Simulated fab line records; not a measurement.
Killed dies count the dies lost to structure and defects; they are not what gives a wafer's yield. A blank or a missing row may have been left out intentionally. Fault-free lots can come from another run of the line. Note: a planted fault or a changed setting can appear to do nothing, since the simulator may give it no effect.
fab line records | flow n5-finfet
record: lots: 10 wafers: 26 last-day: 18
route steps=1938 shown SD_EPI_N@271 SD_EPI_P@321 SD_ACTIVATION@332 BEOL_M4@1111 PASSIVATION@1936
lots that met no fault: taken from a fault-free run of the same line
start-h: the number of hours between the record's first day and the start of the first shown wafer of the lot | wait-h: how many hours have passed since the lot's step before this one | " as in the row above | L1.1+2: a row that stands for several wafers | - no value, or no start given | * or withheld: withheld | < > ~ a bound
route shown NAME@n: names a module that has steps shown in the file, with the first one's number in the route | usual: the fault-free wafers' mean and standard deviation | same: alike in all rows | chamber/n: place in a boat | sites: the reading at each site | _std_site: how widely they spread, as a standard deviation | _edge_site: the outer-site mean with the inner-site mean subtracted | radius-mm: for every site, how far away it sits from the centre of the wafer | mask NAME#n: copy n | behind: the most recent tool/chamber to have shaped the wafer | hold: the reason the lot was held/the length of the hold in hours/how it ended | device: the n, p or np transistor that did not switch | end of line: tests run on the same wafers once the route is complete | for a step that has no rows: nothing shown but its recipe | killed: at the first sort, the dies lost to defects and structure; wafer yield is something else | map: a wafer's dies, marking killed ones x, the rest . and places with no die _
set.NAME: the run value of the setting; set.NAME@STEP: its run value at that earlier step | model.NAME: the simulator's own value behind a step, which no gauge read
one table for each step of the route and one row for each wafer, over a sample of lots
services: when a tool's chamber went out of use (start-h, in hours from the record's first day, below 0 if earlier), for how many hours, and the reason
== steps ==
step: N5_SD_EPI_N_OVL_MEAS_10
recipe: points-per-wafer: 44
usual: SD_N_BLK_OVL: -0.1/0.83
same: points-per-wafer: 44
columns lot.wafer tool chamber start-h wait-h SD_N_BLK_OVL[nm]
L912.3 overlay-02 0 61.46 0.0 -0.3
L912.4 " 0 " " -0.3
L912.6 " 0 " " 0.1
L913.2 overlay-02 0 68.68 0.0 0.1
L913.4 " 0 " " -0.6
L913.5 " 0 " " 1.6
L915.1 overlay-02 0 77.68 0.0 1.2
L915.2 " 0 " " 1.1
L915.6 " 0 " " -0.3
L918.2 overlay-01 0 96.33 0.0 -0.3
L918.3 " 0 " " -1.0
L918.4 " 0 " " 0.5
L919.1 overlay-01 0 102.04 0.0 0.2
L919.2 " 0 " " -0.7
L919.4 " 0 " " -0.2
L924.2 overlay-01 0 136.49 0.0 -0.4
L924.3 " 0 " " 0.7
L924.5 " 0 " " -0.7
L925.1 overlay-02 0 141.72 0.0 -0.2
L925.5 " 0 " " 0.0
L928.2 overlay-01 0 156.29 0.0 0.3
L928.4 " 0 " " 1.9
L929.2 overlay-02 0 162.67 0.0 0.7
L929.5 " 0 " " 0.5
L930.4 overlay-01 0 169.40 0.0 -1.0
L930.5 " 0 " " -0.6
step: N5_SD_EPI_N_ETCH_16
recipe: chemistry: CHF3/O2 target: SiO2 target-depth-a: 50 mask-material: SOC pressure-mtorr: 30 source-w: 650 bias-w: 170 Ar_flow_sccm: 200 CHF3_flow_sccm: 50 O2_flow_sccm: 5 ion-energy-ev: 200
usual: drypump-motor-current-A: 5.9/0.44 oes-product-au: 0.82/0.092 rf-vpp-V: 528/11 showerhead-plenum-p-Torr: 2.41/0.095 throttle-valve-pct: 18.90/0.23
columns lot.wafer tool chamber start-h wait-h drypump-motor-current-A oes-product-au rf-hours-counter-h rf-vpp-V showerhead-plenum-p-Torr throttle-valve-pct
L912.3 rie-diel-03 0 62.29 0.1 5.7 0.72 196 509 2.29 19.00
L912.4 " 1 " " 5.9 0.94 - 522 2.48 19.11
L912.6 " 2 " " 5.1 0.74 - 539 2.42 18.88
L913.2 rie-diel-02 2 69.35 0.1 6.0 0.85 84 536 2.55 18.77
L913.4 " 0 " " 6.4 0.76 137 542 2.33 19.00
L913.5 " 3 " " 6.3 0.97 - 524 2.47 18.83
L915.1 rie-diel-04 1 78.35 0.1 6.3 0.95 20 519 2.47 18.92
L915.2 " 2 " " 6.4 0.75 179 529 2.30 19.28
L915.6 " 2 " " 6.3 0.74 - 529 2.30 19.30
L918.2 rie-diel-04 1 97.25 0.1 6.3 0.93 28 520 2.47 18.92
L918.3 " 3 " " 5.3 0.93 15 515 2.36 18.52
L918.4 " 3 " " 5.3 0.94 - 515 2.36 18.52
L919.1 rie-diel-02 2 102.71 0.1 6.0 0.84 95 535 2.55 18.78
L919.2 " 1 " " 6.2 0.70 240 524 2.28 18.99
L919.4 " 3 " " 6.4 0.95 13 524 2.47 18.84
L924.2 rie-diel-04 2 137.16 0.1 6.3 0.72 202 530 2.29 19.33
L924.3 " 3 " " 5.3 0.91 30 515 2.35 18.57
L924.5 " 0 " " 6.3 0.96 - 530 2.36 18.53
L925.1 rie-diel-03 1 142.39 0.1 5.9 0.87 37 522 2.47 19.17
L925.5 " 0 " " 5.7 0.71 - 508 2.28 19.04
L928.2 rie-diel-03 1 156.96 0.1 5.9 0.85 43 522 2.47 19.17
L928.4 " 0 " " 5.7 0.70 226 511 2.28 19.05
L929.2 rie-diel-02 2 163.34 0.1 6.0 0.82 120 535 2.54 18.83
L929.5 " 2 " " 6.0 0.81 - 535 2.54 18.81
L930.4 rie-diel-02 3 171.93 0.0 6.4 0.88 - 524 2.46 18.89
L930.5 " 0 " " 6.4 0.73 - 540 2.31 19.05
step: N5_SD_EPI_N_EPI_MEAS_23
recipe: mode: xrd
usual: thk-nm: 59.1/1.3
columns lot.wafer tool chamber start-h wait-h thk-nm
L912.3 film-metro-01 - 65.81 1.2 58.2
L912.4 " - " " 59.4
L912.6 " - " " 59.9
L913.2 film-metro-01 - 72.15 1.2 57.5
L913.4 " - " " 56.9
L913.5 " - " " 58.2
L915.1 film-metro-01 - 81.87 1.9 58.0
L915.2 " - " " 60.0
L915.6 " - " " 57.8
L918.2 film-metro-02 - 100.02 1.2 58.4
L918.3 " - " " 58.5
L918.4 " - " " 57.7
L919.1 film-metro-02 - 106.22 1.9 61.3
L919.2 " - " " 57.2
L919.4 " - " " 60.4
L924.2 film-metro-01 - 140.28 1.4 59.5
L924.3 " - " " 57.9
L924.5 " - " " 57.6
L925.1 film-metro-01 - 145.17 1.4 56.6
L925.5 " - " " 58.4
L928.2 film-metro-01 - 159.76 1.2 60.2
L928.4 " - " " 60.0
L929.2 film-metro-02 - 166.41 1.2 59.4
L929.5 " - " " 56.5
L930.4 film-metro-02 - 174.69 0.6 60.3
L930.5 " - " " 62.2
step: N5_SD_EPI_P_EPI_21
recipe: material: SiGe:B dopant: B temp-c: 550 pressure-torr: 20 ambient: H2 time-s: 355
usual: epi-growth-time-s: 355/0 susceptor_temp_C_max: 551.2/0.36
columns lot.wafer tool chamber start-h wait-h epi-growth-time-s susceptor_temp_C_max
L912.3 epi-rpcvd-04 0 68.81 0.8 355 551.6
L912.4 " 0 " " 355 551.4
L912.6 " 0 " " 355 551.1
L913.2 epi-rpcvd-03 0 74.77 0.5 355 551.4
L913.4 " 0 " " 355 551.5
L913.5 " 0 " " 355 550.6
L915.1 epi-rpcvd-03 0 84.40 0.1 355 551.2
L915.2 " 0 " " 355 551.1
L915.6 " 0 86.20 1.8 355 551.1
L918.2 epi-rpcvd-03 0 102.80 0.5 355 551.7
L918.3 " 0 " " 355 551.1
L918.4 " 0 " " 355 551.2
L919.1 epi-rpcvd-03 0 108.93 0.1 355 551.7
L919.2 " 0 " " 355 551.0
L919.4 " 0 " " 355 551.2
L924.2 epi-rpcvd-01 0 142.90 0.5 355 550.8
L924.3 " 0 " " 355 550.6
L924.5 " 0 " " 355 550.5
L925.1 epi-rpcvd-03 0 147.73 0.2 394.61 551.1
L925.5 " 0 149.65 2.0 355 551.4
L928.2 epi-rpcvd-03 0 163.12 0.9 394.61 551.3
L928.4 " 0 164.40 2.0 355 550.5
L929.2 epi-rpcvd-03 0 169.68 0.6 394.61 551.4
L929.5 " 0 171.12 2.0 355 551.3
L930.4 epi-rpcvd-03 0 178.86 1.5 355 551.2
L930.5 " 0 " " 355 551.2
step: N5_SD_EPI_P_EPI_MEAS_23
recipe: mode: xrd
usual: thk-nm: 61.2/1.2
columns lot.wafer tool chamber start-h wait-h thk-nm
L912.3 film-metro-02 - 70.29 1.1 61.0
L912.4 " - " " 63.5
L912.6 " - " " 61.4
L913.2 film-metro-02 - 76.61 1.5 60.8
L913.4 " - " " 60.0
L913.5 " - " " 59.1
L915.1 film-metro-01 - 86.59 1.8 60.5
L915.2 " - " " 60.0
L915.6 " - " " 63.5
L918.2 film-metro-01 - 104.64 1.5 61.5
L918.3 " - " " 62.5
L918.4 " - " " 61.2
L919.1 film-metro-01 - 111.13 1.8 60.0
L919.2 " - " " 60.4
L919.4 " - " " 60.4
L924.2 film-metro-01 - 144.73 1.5 60.9
L924.3 " - " " 61.8
L924.5 " - " " 60.4
L925.1 film-metro-01 - 150.65 2.4 63.6
L925.5 " - " " 59.9
L928.2 film-metro-01 - 166.36 2.6 65.0
L928.4 " - " " 61.6
L929.2 film-metro-01 - 172.13 2.0 68.4
L929.5 " - " " 62.8
L930.4 film-metro-01 - 180.36 1.0 62.6
L930.5 " - " " 61.6
step: N5_SD_ACTIVATION_RS_MEAS_03
recipe: thk-meas-gauge: four-point-probe
usual: RS_SD_N: 21.9/0.31 RS_SD_P: 55.9/0.96
columns lot.wafer tool chamber start-h wait-h RS_SD_N[ohm/sq] RS_SD_P[ohm/sq]
L912.3 film-metro-01 - 70.93 0.2 22.1 54.0
L912.4 " - " " 22.4 53.4
L912.6 " - " " 22.0 53.8
L913.2 film-metro-02 - 77.43 0.2 22.1 57.3
L913.4 " - " " 21.9 57.4
L913.5 " - " " 22.1 57.3
L915.1 film-metro-02 - 87.47 0.2 22.3 57.9
L915.2 " - " " 21.7 57.2
L915.6 " - " " 22.3 56.9
L918.2 film-metro-02 - 105.28 0.2 22.3 57.3
L918.3 " - " " 22.5 56.3
L918.4 " - " " 22.6 55.7
L919.1 film-metro-02 - 111.74 0.2 21.7 56.3
L919.2 " - " " 21.4 56.1
L919.4 " - " " 21.8 55.5
L924.2 film-metro-01 - 145.42 0.2 22.1 54.9
L924.3 " - " " 22.1 55.1
L924.5 " - " " 22.4 55.2
L925.1 film-metro-02 - 151.26 0.2 22.2 50.8
L925.5 " - " " 22.2 55.8
L928.2 film-metro-01 - 167.15 0.2 21.8 53.0
L928.4 " - " " 21.9 56.2
L929.2 film-metro-02 - 172.75 0.2 22.4 51.1
L929.5 " - " " 22.3 55.5
L930.4 film-metro-02 - 181.29 0.1 21.7 54.6
L930.5 " - " " 21.3 55.2
step: N5_BEOL_M4_RC_MEAS_101
usual: DIBL_N: 36.3/1.9 DIBL_P: 36.0/2.1 IOFF_N: 0.16/0.031 IOFF_P: 0.21/0.035 ION_N: 675/14 ION_P: 464/8.5 RS_SD_P: 65.8/1.1 SS_N: 71.5/0.6 SS_P: 73.3/0.72 VT_N: 250/3.2 VT_P: -250/3.1
columns lot.wafer tool chamber start-h wait-h DIBL_N[mV/V] DIBL_P[mV/V] IOFF_N[nA/um] IOFF_P[nA/um] ION_N[uA/um] ION_P[uA/um] RS_SD_P[ohm/sq] SS_N[mV/dec] SS_P[mV/dec] VT_N[mV] VT_P[mV]
L912.3 prober-01 0 174.19 0.3 33.5 31.3 0.11 0.14 649 443 63.3 70.3 72.5 254 -258
L912.4 " 0 " " 37.7 36.1 0.17 0.20 662 455 63.2 72.0 73.5 253 -252
L912.6 " 0 " " 34.6 32.5 0.13 0.15 664 452 63.5 71.9 72.4 253 -256
L913.2 prober-01 0 183.01 0.2 34.5 36.0 0.14 0.19 691 475 67.5 70.4 73.7 249 -252
L913.4 " 0 " " 34.5 36.8 0.14 0.20 673 464 67.6 70.9 74.3 251 -250
L913.5 " 0 " " 39.1 41.7 0.24 0.29 698 470 67.7 71.9 74.9 242 -247
L915.1 prober-01 0 192.67 0.0 34.9 35.4 0.14 0.21 667 468 67.2 71.2 72.8 249 -248
L915.2 " 0 " " 33.6 34.7 0.13 0.20 671 470 67.4 71.3 72.7 250 -248
L915.6 " 0 " " 33.5 34.3 0.14 0.21 681 480 66.2 71.0 72.3 249 -247
L918.2 prober-01 0 202.23 0.2 33.6 31.7 0.10 0.16 667 464 66.7 70.8 71.8 257 -254
L918.3 " 0 " " 36.4 35.0 0.14 0.21 675 462 66.6 72.4 72.9 252 -248
L918.4 " 0 " " 35.0 34.1 0.12 0.20 663 462 65.2 70.9 72.1 255 -249
L919.1 prober-01 0 208.91 0.0 37.2 39.2 0.19 0.23 662 451 66.1 72.9 73.5 250 -249
L919.2 " 0 " " 33.7 35.7 0.13 0.18 667 454 66.9 70.8 72.9 252 -255
L919.4 " 0 " " 30.6 31.6 0.09 0.13 638 441 66.5 70.6 72.3 256 -255
L924.2 prober-01 0 285.25 0.2 37.7 35.8 0.17 0.22 691 473 64.6 72.6 73.5 248 -246
L924.3 " 0 " " 36.4 34.5 0.15 0.19 675 462 64.3 72.1 72.9 250 -251
L924.5 " 0 " " 37.2 34.4 0.16 0.19 676 460 64.7 72.3 72.9 251 -251
L930.4 prober-01 0 289.84 0.5 35.7 36.8 0.16 0.18 681 457 65.2 71.7 73.2 248 -254
L930.5 " 0 " " 37.2 39.7 0.19 0.22 698 471 65.2 72.5 73.5 246 -250
L925.1 prober-01 0 302.36 0.0 35.9 35.1 0.14 0.17 676 465 60.7 71.2 73.4 254 -252
L925.5 " 0 " " 37.4 37.9 0.17 0.21 680 470 65.2 71.8 73.6 253 -252
L928.2 prober-02 0 307.71 0.2 37.5 35.7 0.16 0.22 694 475 62.5 71.5 74.1 249 -248
L928.4 " 0 " " 39.9 38.6 0.21 0.25 683 462 66.4 72.6 74.0 245 -247
L929.2 prober-01 0 321.02 0.2 36.4 36.4 0.18 0.22 668 463 60.6 72.1 73.0 249 -248
L929.5 " 0 " " 36.2 36.0 0.17 0.21 665 456 65.4 72.4 73.4 251 -252
step: N5_PASSIVATION_PROBE_49
usual: defect-limited-yield: 91.0/1.5 killed_at_M0_to_M3: 32/9.6 killed_at_M4_up: 13/4.7 killed-at-contacts: 13/7.2 killed-at-front-end: 44/13 killed-at-other: 4/3.4 killed-dies: 106/18 killed-open: 70/13 killed-short: 35/8 sort_bin_5_function: 5.3/0.97 sort_bin_6_memory: 3.4/0.73 sort_bin_8_speed: 0.00/0.036 sort-n-pass: 1074/18 sort-yield-pct: 91.0/1.5
same: gross-dies: 1180 killed-at-back-side: 0 sort_bin_4_leakage[%]: 0
columns lot.wafer tool chamber start-h wait-h defect-limited-yield[%] killed_at_M0_to_M3 killed_at_M4_up killed-at-contacts killed-at-front-end killed-at-other killed-dies killed-open killed-short sort_bin_5_function[%] sort_bin_6_memory[%] sort_bin_8_speed[%] sort-n-pass sort-yield-pct[%]
L912.3 prober-01 - 255.80 0.1 89.4 42 16 18 45 4 125 85 40 5.4 5.0 0 1055 89.4
L912.4 prober-01 - 255.85 0.2 90.9 34 14 19 36 4 107 61 43 5.4 3.1 0 1073 90.9
L912.6 prober-01 - 255.95 0.3 90.6 24 13 30 40 4 111 81 28 6.9 2.2 0 1069 90.6
L915.1 prober-02 - 272.64 0.0 91.5 27 14 13 44 2 100 64 35 5.1 3.1 0 1080 91.5
L915.2 prober-02 - 272.69 0.1 92.5 27 11 6 42 2 88 51 36 4.4 2.6 0 1092 92.5
L915.6 prober-02 - 272.89 0.3 90.1 29 17 13 56 2 117 82 33 5.9 3.6 0 1063 90.1
L918.2 prober-02 - 278.65 0.1 91.2 28 9 24 39 4 104 73 31 5.3 3.2 0 1076 91.2
L918.3 prober-02 - 278.70 0.1 91.7 29 4 14 49 2 98 68 25 4.3 3.4 0 1082 91.7
L918.4 prober-02 - 278.75 0.2 92.4 27 7 11 38 7 90 67 23 5.1 2.3 0 1090 92.4
L924.2 prober-02 - 375.95 0.1 92.5 41 8 6 32 2 89 59 28 5.2 2.1 0 1091 92.5
L924.3 prober-02 - 376.00 0.1 92.2 36 12 14 30 0 92 56 34 4.8 2.7 0 1088 92.2
L924.5 prober-02 - 376.10 0.2 93.9 22 15 14 20 1 72 46 23 3.2 2.6 0 1108 93.9
L930.4 prober-01 - 396.21 0.2 91.2 23 16 28 31 6 104 69 34 5.0 3.2 0 1076 91.2
L930.5 prober-01 - 396.26 0.2 92.7 13 12 18 36 7 86 58 28 4.5 2.5 0 1094 92.7
L928.2 prober-01 - 420.86 0.1 87.6 67 11 8 53 7 146 84 57 6.2 5.7 0 1034 87.6
L928.4 prober-01 - 420.96 0.2 90.3 32 10 18 49 5 114 76 32 5.4 3.7 0 1066 90.3
L925.1 prober-02 - 425.07 0.0 91.0 31 15 5 48 7 106 55 44 5.5 3.1 0 1074 91.0
L929.2 prober-01 - 432.89 0.2 91.0 24 21 11 49 1 106 71 34 5.4 3.3 0 1074 91.0
L929.5 prober-01 - 433.04 0.3 91.2 33 17 15 38 1 104 65 37 5.2 3.1 0 1076 91.2
killed by level:class
L912.3 STI_FIN_REVEAL:geometric-particle:open=23 MOL_CONTACT_COAG:geometric-particle:open=16 STI_FIN_REVEAL:geometric-particle:short=8 BEOL_M0_SAQP:geometric-particle:short=8 BEOL_M2:geometric-particle:open=8 BEOL_M4:geometric-particle:open=7 BEOL_M0_SAQP:geometric-particle:open=7 BEOL_M3:geometric-particle:open=7
L912.4 MOL_CONTACT_COAG:geometric-particle:open=16 BEOL_M0_SAQP:geometric-particle:open=9 GATE_CUT:geometric-particle:short=7 BEOL_M0_SAQP:geometric-particle:short=7 BEOL_M4:geometric-particle:short=6 BEOL_M3:geometric-particle:open=5 BEOL_M5:geometric-particle:open=5 STI_FIN_REVEAL:geometric-particle:open=4
L912.6 MOL_CONTACT_COAG:geometric-particle:open=25 BEOL_M3:geometric-particle:open=12 STI_FIN_REVEAL:geometric-particle:open=11 GATE_CUT:geometric-particle:short=6 DUMMY_GATE:geometric-particle:open=6 STI_FIN_REVEAL:geometric-particle:short=5 FIN_SAQP:geometric-particle:open=4 MOL_CONTACT_COAG:geometric-particle:short=4
L915.1 STI_FIN_REVEAL:geometric-particle:open=9 MOL_CONTACT_COAG:geometric-particle:open=9 BEOL_M3:geometric-particle:open=8 BEOL_M0_SAQP:geometric-particle:open=7 FIN_SAQP:geometric-particle:short=6 BEOL_M2:geometric-particle:open=6 GATE_CUT:geometric-particle:short=6 STARTING-WAFER:geometric-particle:short=6
L915.2 STI_FIN_REVEAL:geometric-particle:open=10 FIN_SAQP:geometric-particle:short=8 BEOL_M0_SAQP:geometric-particle:short=8 FIN_SAQP:geometric-particle:open=7 BEOL_M0_SAQP:geometric-particle:open=6 BEOL_M2:geometric-particle:open=5 STARTING-WAFER:geometric-particle:short=5 BEOL_M4:geometric-particle:open=4
L915.6 STI_FIN_REVEAL:geometric-particle:open=28 BEOL_M0_SAQP:geometric-particle:open=10 MOL_CONTACT_COAG:geometric-particle:open=9 BEOL_M4:geometric-particle:open=9 BEOL_M0_SAQP:geometric-particle:short=8 FIN_SAQP:geometric-particle:open=6 FIN_SAQP:geometric-particle:short=5 GATE_CUT:geometric-particle:short=4
L918.2 MOL_CONTACT_COAG:geometric-particle:open=18 FIN_SAQP:geometric-particle:open=8 BEOL_M0_SAQP:geometric-particle:open=7 BEOL_M0_SAQP:geometric-particle:short=7 MOL_CONTACT_COAG:geometric-particle:short=6 BEOL_M1:geometric-particle:open=6 STARTING-WAFER:geometric-particle:short=5 FIN_SAQP:geometric-particle:short=4
L918.3 FIN_SAQP:geometric-particle:open=12 BEOL_M0_SAQP:geometric-particle:open=12 MOL_CONTACT_COAG:geometric-particle:open=11 DUMMY_GATE:geometric-particle:open=6 BEOL_M0_SAQP:geometric-particle:short=5 HKMG_FIN:area-etch=5 FIN_SAQP:geometric-particle:short=4 STI_FIN_REVEAL:geometric-particle:open=4
L918.4 STI_FIN_REVEAL:geometric-particle:open=10 MOL_CONTACT_COAG:geometric-particle:open=7 BEOL_M2:geometric-particle:open=7 BEOL_M1:geometric-particle:open=7 DUMMY_GATE:geometric-particle:open=4 MOL_CONTACT_COAG:geometric-particle:short=4 BEOL_M3:geometric-particle:open=4 STARTING-WAFER:geometric-particle:open=4
L924.2 BEOL_M0_SAQP:geometric-particle:open=16 FIN_SAQP:geometric-particle:short=9 BEOL_M0_SAQP:geometric-particle:short=9 DUMMY_GATE:geometric-particle:open=6 MOL_CONTACT_COAG:geometric-particle:open=6 FIN_SAQP:geometric-particle:open=5 BEOL_M1:geometric-particle:open=4 BEOL_M2:geometric-particle:open=4
L924.3 BEOL_M0_SAQP:geometric-particle:open=13 MOL_CONTACT_COAG:geometric-particle:open=12 FIN_SAQP:geometric-particle:short=9 BEOL_M0_SAQP:geometric-particle:short=8 FIN_SAQP:geometric-particle:open=7 BEOL_M2:geometric-particle:open=6 GATE_CUT:geometric-particle:short=3 BEOL_M4:geometric-particle:open=3
L924.5 MOL_CONTACT_COAG:geometric-particle:open=12 BEOL_M0_SAQP:geometric-particle:open=8 BEOL_M0_SAQP:geometric-particle:short=7 FIN_SAQP:geometric-particle:open=6 BEOL_M4:geometric-particle:open=6 BEOL_M3:geometric-particle:open=4 STARTING-WAFER:geometric-particle:short=3 STARTING-WAFER:geometric-particle:open=3
L930.4 MOL_CONTACT_COAG:geometric-particle:open=19 STI_FIN_REVEAL:geometric-particle:open=10 MOL_CONTACT_COAG:geometric-particle:short=9 FIN_SAQP:geometric-particle:short=6 BEOL_M2:geometric-particle:open=6 FIN_SAQP:geometric-particle:open=5 BEOL_M0_SAQP:geometric-particle:short=5 BEOL_M0_SAQP:geometric-particle:open=5
L930.5 MOL_CONTACT_COAG:geometric-particle:open=15 FIN_SAQP:geometric-particle:open=9 FIN_SAQP:geometric-particle:short=8 BEOL_M4:geometric-particle:open=7 STI_FIN_REVEAL:geometric-particle:open=4 BEOL_M2:geometric-particle:open=4 PASS1_CAP:geometric-particle:short=3 DUMMY_GATE:geometric-particle:open=3
L928.2 BEOL_M0_SAQP:geometric-particle:short=24 BEOL_M0_SAQP:geometric-particle:open=19 FIN_SAQP:geometric-particle:open=14 BEOL_M3:geometric-particle:open=13 FIN_SAQP:geometric-particle:short=12 STI_FIN_REVEAL:geometric-particle:open=9 MOL_CONTACT_COAG:geometric-particle:open=7 GATE_CUT:geometric-particle:short=4
L928.4 FIN_SAQP:geometric-particle:open=14 BEOL_M0_SAQP:geometric-particle:open=14 MOL_CONTACT_COAG:geometric-particle:open=14 FIN_SAQP:geometric-particle:short=11 STI_FIN_REVEAL:geometric-particle:open=8 BEOL_M0_SAQP:geometric-particle:short=7 BEOL_M3:geometric-particle:open=6 BEOL_M4:geometric-particle:open=6
L925.1 FIN_SAQP:geometric-particle:short=15 FIN_SAQP:geometric-particle:open=13 BEOL_M0_SAQP:geometric-particle:open=8 BEOL_M3:geometric-particle:open=7 ILD0:geometric-particle:short=5 MOL_CONTACT_COAG:geometric-particle:open=5 BEOL_M2:geometric-particle:open=4 BEOL_M0_SAQP:geometric-particle:short=4
L929.2 FIN_SAQP:geometric-particle:open=12 STI_FIN_REVEAL:geometric-particle:open=12 BEOL_M5:geometric-particle:open=7 FIN_SAQP:geometric-particle:short=7 MOL_CONTACT_COAG:geometric-particle:open=7 BEOL_M4:geometric-particle:open=7 BEOL_M0_SAQP:geometric-particle:open=6 GATE_CUT:geometric-particle:short=5
L929.5 BEOL_M0_SAQP:geometric-particle:short=12 MOL_CONTACT_COAG:geometric-particle:open=10 FIN_SAQP:geometric-particle:open=9 BEOL_M4:geometric-particle:open=7 FIN_SAQP:geometric-particle:short=6 BEOL_M0_SAQP:geometric-particle:open=6 BEOL_M5:geometric-particle:open=6 DUMMY_GATE:geometric-particle:open=5
== services ==
columns tool chamber start-h hours kind
rie-diel-03 1 50.89 8.8 repair
rie-diel-02 3 52.36 - clean
rie-diel-02 3 52.36 - consumable-replace:focus-ring
rie-diel-02 3 52.36 12.7 scheduled-down
rie-diel-02 3 52.36 12.7 vent-cycle
epi-rpcvd-04 - 61.41 2.7 repair
rie-diel-04 0 82.80 - clean
rie-diel-04 0 82.80 - consumable-replace:focus-ring
rie-diel-04 0 82.80 22.1 scheduled-down
epi-rpcvd-01 - 96.50 1.0 repair
rie-diel-04 1 98.25 7.9 repair
rie-diel-04 - 101.94 0.2 repair
rie-diel-03 2 103.38 6.4 repair
rie-diel-03 0 107.48 11.9 repair
rie-diel-04 0 111.02 1.2 repair
epi-rpcvd-01 - 112.72 14.6 pm
rie-diel-02 1 132.22 - clean
rie-diel-02 1 132.22 - consumable-replace:focus-ring
rie-diel-02 1 132.22 - consumable-replace:showerhead
rie-diel-02 1 132.22 12.2 scheduled-down
rie-diel-02 1 132.22 12.2 vent-cycle
epi-rpcvd-04 - 155.36 0.6 repair
rie-diel-02 1 162.01 21.4 repair
rie-diel-02 3 179.16 26.0 repair
== key ==
first-sign: step: N5_SD_EPI_P_EPI_21 reading: epi-growth-time-s direction: up sigmas: 99+ usual: * struck: *
effect: step: N5_SD_EPI_P_EPI_MEAS_23 reading: thk-nm direction: up sigmas: 3.7 usual: * struck: *
effect: step: N5_SD_ACTIVATION_RS_MEAS_03 reading: RS_SD_P direction: down sigmas: 4.4 usual: 55.9 struck: 51.6
effect: step: N5_BEOL_M4_RC_MEAS_101 reading: RS_SD_P direction: down sigmas: 4.3 usual: 65.8 struck: 61.2
met-at N5_SD_EPI_P_EPI_21
struck-lots L925,L928,L929
struck-wafers L925.1,L928.2,L929.2
not-acting-at N5_SD_EPI_N_OVL_MEAS_10,N5_SD_EPI_N_ETCH_16,N5_SD_EPI_N_EPI_MEAS_23
onset-between 108.93 147.73
fault: kind: process-parameter-drift tool: epi-rpcvd-03 chamber: - onset-h: 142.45 steps: N5_SD_EPI_P_EPI_21 channel: epi-growth-time-s offset: * shape: step end-h: 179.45 scope: struck-wafers-only acts-in: * stated: *
